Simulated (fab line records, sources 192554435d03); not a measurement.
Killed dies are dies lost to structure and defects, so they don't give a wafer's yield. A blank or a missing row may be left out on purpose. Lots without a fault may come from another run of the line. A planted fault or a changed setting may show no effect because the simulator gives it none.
Which tool did it? | flow n5_finfet | 9 lots, 27 wafers sampled, at 6 steps of a route of 1938

WHAT THE GAUGES READ, wafer by wafer
N5_MOL_CONTACT_COAG_THK_MEAS_29. Usual: MD_CAP_THK 17.93 nm, standard deviation 0.083.
lot  | measured     | on            | MD_CAP_THK (nm)   | flag
L162 | day 5 19:04  | film_metro-02 | 18.06 18.00 17.93 |
L163 | day 5 23:11  | film_metro-01 | 18.03 17.98 17.92 |
L166 | day 6 19:55  | film_metro-02 | 18.01 18.05 17.98 |
L167 | day 6 23:46  | film_metro-02 | 18.01 17.90 17.89 |
L168 | day 7 06:04  | film_metro-01 | 17.87 17.93 17.99 |
L174 | day 8 18:39  | film_metro-02 | 17.80 17.86 17.80 |
L179 | day 10 02:56 | film_metro-01 | 18.11 18.04 18.07 |
L180 | day 10 07:05 | film_metro-02 | 17.91 17.97 17.94 |
L181 | day 10 12:02 | film_metro-01 | 17.91 17.95 17.98 |

N5_BEOL_M4_RC_MEAS_101. Usual: DIBL_N 36.0 mV/V, standard deviation 1.4; DIBL_P 36.1 mV/V, standard deviation 1.4; IOFF_N 0.153 nA/um, standard deviation 0.02; IOFF_P 0.211 nA/um, standard deviation 0.026; ION_N 673 uA/um, standard deviation 8.7; ION_P 463 uA/um, standard deviation 6.7; SS_N 71.5 mV/dec, standard deviation 0.5; SS_P 73.3 mV/dec, standard deviation 0.54; VT_N 250.1 mV, standard deviation 2.4; VT_P -250.2 mV, standard deviation 2.9.
lot  | measured     | on        | DIBL_N (mV/V)  | DIBL_P (mV/V)  | IOFF_N (nA/um)    | IOFF_P (nA/um)    | ION_N (uA/um) | ION_P (uA/um) | SS_N (mV/dec)  | SS_P (mV/dec)  | VT_N (mV)         | VT_P (mV)            | flag
L162 | day 8 20:49  | prober-01 | 38.0 37.3 37.5 | 35.9 34.0 34.4 | 0.154 0.138 0.139 | 0.196 0.168 0.178 | 667 668 671   | 454 448 457   | 71.5 71.7 71.3 | 73.9 72.9 73.1 | 250.2 249.0 252.9 | -250.9 -253.1 -254.4 |
L163 | day 9 10:25  | prober-02 | 34.5 35.4 37.4 | 35.0 36.9 38.7 | 0.131 0.152 0.186 | 0.171 0.188 0.217 | 666 674 685   | 456 463 463   | 71.5 70.7 71.4 | 72.7 74.0 73.5 | 252.6 249.2 247.3 | -254.4 -253.0 -250.4 |
L166 | day 10 14:56 | prober-01 | 34.6 34.5 35.4 | 35.6 34.9 36.6 | 0.142 0.141 0.153 | 0.207 0.189 0.216 | 669 669 672   | 465 454 465   | 71.8 71.3 71.6 | 73.1 73.5 73.7 | 251.7 252.4 249.5 | -248.8 -252.2 -251.7 |
L167 | day 10 23:22 | prober-01 | 37.4 36.4 38.7 | 38.2 36.8 39.7 | 0.177 0.162 0.215 | 0.241 0.219 0.275 | 680 678 690   | 465 466 469   | 72.0 71.5 72.2 | 73.2 72.6 73.7 | 249.7 248.2 247.5 | -247.3 -247.1 -246.1 |
L168 | day 11 06:45 | prober-01 | 34.6 34.2 35.7 | 35.7 35.0 36.7 | 0.140 0.127 0.151 | 0.202 0.192 0.220 | 667 671 683   | 464 464 470   | 71.3 70.6 72.0 | 73.1 73.6 73.2 | 250.4 252.5 249.6 | -249.8 -248.7 -248.1 |
L174 | day 12 17:44 | prober-02 | 37.4 36.6 37.2 | 36.2 36.2 36.1 | 0.142 0.143 0.146 | 0.193 0.192 0.205 | 664 672 671   | 460 464 463   | 71.4 71.6 71.2 | 73.1 73.2 72.9 | 251.9 251.8 252.6 | -249.8 -251.3 -251.0 |
L179 | day 13 11:46 | prober-01 | 36.4 35.9 36.6 | 37.7 36.6 37.7 | 0.149 0.147 0.155 | 0.211 0.201 0.210 | 674 670 676   | 466 463 465   | 71.7 72.0 71.9 | 73.7 72.8 73.6 | 251.9 250.3 248.7 | -251.6 -251.4 -251.9 |
L180 | day 15 11:11 | prober-02 | 34.5 33.6 34.5 | 36.3 33.6 35.7 | 0.150 0.121 0.142 | 0.208 0.162 0.187 | 664 659 665   | 459 449 454   | 70.8 70.5 70.2 | 73.9 73.1 72.9 | 246.7 250.9 249.3 | -250.5 -253.8 -254.0 |
L181 | day 13 19:11 | prober-01 | 35.5 35.1 36.6 | 34.3 34.3 35.9 | 0.139 0.139 0.153 | 0.185 0.189 0.216 | 659 669 662   | 456 459 462   | 71.2 71.4 71.1 | 72.3 72.9 72.4 | 250.1 253.1 252.1 | -250.4 -250.0 -251.4 |

WHICH TOOL RAN EACH LOT (tool, then ch and the chambers of the sampled wafers, then the start)
lot  | N5_MOL_CONTACT_COAG_STRIP_98      | N5_MOL_CONTACT_COAG_SPUTTER_143 | N5_MOL_CONTACT_COAG_COAT_76       | N5_MOL_CONTACT_COAG_ETCH_90
L162 | rie_diel-05 ch 0,2,3, day 5 09:00 | pvd_sputter-03, day 5 11:54     | litho_track-04 ch 0, day 5 19:41  | rie_diel-05 ch 0,1,2, day 5 21:05
L163 | rie_diel-05 ch 2,3, day 5 14:59   | pvd_sputter-02, day 5 16:55     | litho_track-01 ch 0, day 5 23:47  | rie_diel-05 ch 0,2,3, day 6 00:14
L166 | rie_diel-04 ch 0,1,3, day 6 11:19 | pvd_sputter-01, day 6 14:20     | litho_track-01 ch 0, day 6 20:31  | rie_diel-04 ch 0,2,3, day 6 21:06
L167 | rie_diel-04 ch 1,2, day 6 16:11   | pvd_sputter-02, day 6 18:17     | litho_track-01 ch 0, day 7 00:22  | rie_diel-05 ch 1,3, day 7 00:58
L168 | rie_diel-04 ch 0,2,3, day 6 21:57 | pvd_sputter-02, day 7 00:41     | litho_track-01 ch 0, day 7 06:40  | rie_diel-01 ch 1,2, day 7 07:19
L174 | rie_diel-05 ch 1,3, day 8 09:58   | pvd_sputter-03, day 8 12:32     | litho_track-04 ch 0, day 8 19:15  | rie_diel-05 ch 0,1,2, day 8 20:09
L179 | rie_diel-01 ch 0,1, day 9 17:22   | pvd_sputter-03, day 9 20:14     | litho_track-01 ch 0, day 10 03:32 | rie_diel-04 ch 0,3, day 10 04:07
L180 | rie_diel-05 ch 0,1, day 9 23:28   | pvd_sputter-02, day 10 00:55    | litho_track-04 ch 0, day 10 07:43 | rie_diel-01 ch 1,3, day 10 08:19
L181 | rie_diel-04 ch 2,3, day 10 03:44  | pvd_sputter-02, day 10 07:25    | litho_track-04 ch 0, day 10 12:38 | rie_diel-04 ch 0,1, day 10 13:47
- N5_MOL_CONTACT_COAG_STRIP_98: strips in N2/H2.
- N5_MOL_CONTACT_COAG_SPUTTER_143: material Co, target thk 2.5 nm.
- N5_MOL_CONTACT_COAG_COAT_76: time 60 s, resist thk 10 nm.
- N5_MOL_CONTACT_COAG_ETCH_90: etches SiARC in CF4, target depth 13 nm, time 21.7 s.

WHAT THE TOOLS THEMSELVES READ (means of the sampled wafers that have a number; where no wafer has one, the mark that the record gives instead)
N5_MOL_CONTACT_COAG_STRIP_98. Usual: drypump_motor_current_A 5.7 A, standard deviation 0.48; oes_product_au 0.76 a.u., standard deviation 0.056; rf_vpp_V 54.2 V, standard deviation 1.5; showerhead_plenum_p_Torr 3.35 Torr, standard deviation 0.11; throttle_valve_pct 19.0 %, standard deviation 0.32.
lot  | tool        | drypump_motor_current_A (A) | oes_product_au (a.u.) | rf_vpp_V (V) | showerhead_plenum_p_Torr (Torr) | throttle_valve_pct (%) | flag
L162 | rie_diel-05 | 5.6                         | 0.73                  | 53.0         | 3.39                            | 19.3                   |
L163 | rie_diel-05 | 5.9                         | 0.73                  | 54.6         | 3.39                            | 19.2                   |
L166 | rie_diel-04 | 6.1                         | 0.83                  | 54.4         | 3.35                            | 18.5                   |
L167 | rie_diel-04 | 5.9                         | 0.74                  | 53.6         | 3.39                            | 18.9                   |
L168 | rie_diel-04 | 6.2                         | 0.80                  | 55.1         | 3.41                            | 18.7                   |
L174 | rie_diel-05 | 5.4                         | 0.77                  | 55.2         | 3.28                            | 19.3                   |
L179 | rie_diel-01 | 5.6                         | 0.76                  | 54.4         | 3.23                            | 19.4                   |
L180 | rie_diel-05 | 5.0                         | 0.75                  | 55.8         | 3.43                            | 19.1                   |
L181 | rie_diel-04 | 6.5                         | 0.80                  | 54.3         | 3.50                            | 18.8                   |

N5_MOL_CONTACT_COAG_SPUTTER_143. Usual: throttle_valve_pct 30.0 %, standard deviation 0.78.
lot  | tool           | throttle_valve_pct (%) | flag
L162 | pvd_sputter-03 | 30.0                   |
L163 | pvd_sputter-02 | 30.0                   |
L166 | pvd_sputter-01 | 30.5                   |
L167 | pvd_sputter-02 | 30.1                   |
L168 | pvd_sputter-02 | 30.1                   |
L174 | pvd_sputter-03 | 29.7                   |
L179 | pvd_sputter-03 | 29.8                   |
L180 | pvd_sputter-02 | 30.2                   |
L181 | pvd_sputter-02 | 30.4                   |

N5_MOL_CONTACT_COAG_COAT_76. Usual: spin_speed_rpm 1500.1 rpm, standard deviation 0.98.
lot  | tool           | spin_speed_rpm (rpm) | flag
L162 | litho_track-04 | 1500.1               |
L163 | litho_track-01 | 1498.2               |
L166 | litho_track-01 | 1163.0               | OFF
L167 | litho_track-01 | 1163.3               | OFF
L168 | litho_track-01 | 1163.3               | OFF
L174 | litho_track-04 | 1500.4               |
L179 | litho_track-01 | 1499.3               |
L180 | litho_track-04 | 1500.3               |
L181 | litho_track-04 | 1499.6               |

N5_MOL_CONTACT_COAG_ETCH_90. Usual: drypump_motor_current_A 5.7 A, standard deviation 0.49; etch_rf_on_time_s 21.6 s, standard deviation 0.3; oes_product_au 0.65 a.u., standard deviation 0.05; rf_vpp_V 184.0 V, standard deviation 1.3; showerhead_plenum_p_Torr 2.14 Torr, standard deviation 0.073; throttle_valve_pct 15.71 %, standard deviation 0.21.
lot  | tool        | drypump_motor_current_A (A) | etch_rf_on_time_s (s) | oes_product_au (a.u.) | rf_vpp_V (V) | showerhead_plenum_p_Torr (Torr) | throttle_valve_pct (%) | flag
L162 | rie_diel-05 | 5.3                         | 21.5                  | 0.67                  | 184.7        | 2.20                            | 15.79                  |
L163 | rie_diel-05 | 5.6                         | 21.7                  | 0.63                  | 185.2        | 2.16                            | 15.92                  |
L166 | rie_diel-04 | 6.2                         | 24.8                  | 0.67                  | 184.4        | 2.18                            | 15.56                  | OFF
L167 | rie_diel-05 | 5.4                         | 24.7                  | 0.67                  | 183.3        | 2.10                            | 15.83                  | OFF
L168 | rie_diel-01 | 6.0                         | 24.5                  | 0.63                  | 183.7        | 2.10                            | 15.84                  | OFF
L174 | rie_diel-05 | 5.3                         | 21.9                  | 0.65                  | 185.1        | 2.19                            | 15.83                  |
L179 | rie_diel-04 | 6.1                         | 21.4                  | 0.68                  | 184.0        | 2.13                            | 15.46                  |
L180 | rie_diel-01 | 5.6                         | 21.7                  | 0.60                  | 182.6        | 2.09                            | 15.66                  |
L181 | rie_diel-04 | 5.7                         | 21.3                  | 0.66                  | 182.9        | 2.07                            | 15.54                  |

THE ANSWER, worked out from the rows above alone
Rule: a lot is off if the mean of its wafers that have a number lies more than 3 standard deviations from the usual mean. A lot without any number at a reading at which 4 lots or more have one is off too. The other lots that the step has rows for count as sound. The gauges are gone through in route order, then the tools' own readings, and for those a lot's mean is taken as printed above. The first step at which some lot is off is used, and at that step the reading that is off furthest; a lot without a number counts as furthest.
Off: L166, L167, L168, at N5_MOL_CONTACT_COAG_COAT_76 (spin_speed_rpm).
A tool fits if, at that step or a process step before it, it ran every lot that is off, and no sound lot after the first of them. None of those tried fits.

WHAT THE SIMULATOR HAD PUT IN
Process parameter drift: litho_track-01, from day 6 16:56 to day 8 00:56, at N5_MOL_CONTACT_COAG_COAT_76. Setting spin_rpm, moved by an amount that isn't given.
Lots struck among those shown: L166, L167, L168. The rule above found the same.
